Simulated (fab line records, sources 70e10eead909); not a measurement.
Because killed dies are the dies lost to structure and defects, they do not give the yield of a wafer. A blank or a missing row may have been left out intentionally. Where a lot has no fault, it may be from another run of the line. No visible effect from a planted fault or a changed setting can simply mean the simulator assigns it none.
Problem report, 8D (eight disciplines) form, completed by code -- flow nand harc -- the parts of the form that need people (team, actions taken, sign-off) are left out

## 1. THE PROBLEM
overpolish run s at NHARC_P_STI_CMP_21 reads a mean of 69.109 s on 6 wafers of 2 lots; wafers without a fault read 20.000 s with a standard deviation of 0.009. That is +99 or more standard deviations from the usual mean.
The step: polishes, t overpolish 20 s, target thk 380.67 nm.
First observed at day 10 12:22: wafer L322.2, on cmp-04. Wafers with a number at this step in the record: 36, from 12 lots. The rule behind "out" and "out of limits": a value lying over 4 standard deviations away from the usual mean. The rest of the wafers with a number are treated as sound.

## 2. WHAT IT IS, AND WHAT IT ISN'T
question,is,is not
which readings at this step,overpolish run s,motor current A
which lots,"L322, L324","L306, L307, L309, L315, L316, L317, L319, L321, L323, L327"
which wafers of those lots,all that have a number,-
read on which tools,cmp-04,"cmp-02, cmp-03"
when,from day 10 12:22,"up to then (24 sound wafers); but 6 sound wafers of L323, L327 came after"

## 3. THE SUSPECTS, EACH WITH WHAT RULES IT OUT
Counting: a tool stays on the suspect list if, at a process step up to the reading, it processed all lots that are out and no sound lot following the first of them.
- rie si-02 at NHARC_P_ZERO_WELL_ETCH_63 (etches the open film in HBr/Cl2, target depth 120 nm, time 40.1 s): ruled out as a lasting fault. The sound lots L323 went through it after L322, its earliest lot that is out (day 8 13:50).
- cmp-04 at NHARC_P_STI_CMP_21 (polishes, t overpolish 20 s, target thk 380.67 nm): kept. It ran every lot that is out, first L322 (day 10 12:22), and no sound lot after that; its last sound lot up to then is L319 (day 8 22:17). Its own overpolish run s readings are out on those wafers.
The count leaves cmp-04 at NHARC_P_STI_CMP_21.

## 4. THE CAUSE (what the simulator had put in)
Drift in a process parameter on cmp-04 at NHARC_P_STI_CMP_21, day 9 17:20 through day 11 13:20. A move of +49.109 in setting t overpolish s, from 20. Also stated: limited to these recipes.
Only this tool survived the counting.

## 5. THE EFFECT CHAIN, in route order
Rows list readings where the struck wafers' mean (over those with a number) sits beyond 3 standard deviations from the usual. Readings are gone through only where the record gives a usual standard deviation; hours: the median, over the lots, of the time from a lot's start at the first step in this table giving one to that lot's start at this step; sigmas: the change measured in usual standard deviations.
hours,step,reading,usual,on struck wafers,change,sigmas
0,NHARC_P_STI_CMP_21,overpolish run s,20.000 s,69.109,+49.109,+99 or more
Here are the process steps it includes:
- NHARC_P_STI_CMP_21: polishes, t overpolish 20 s, target thk 380.67 nm.

## 6. HOW IT WOULD HAVE BEEN CAUGHT EARLIER
In this record the first reading out of limits was taken at day 10 12:22, 19 hours after the fault began at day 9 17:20.
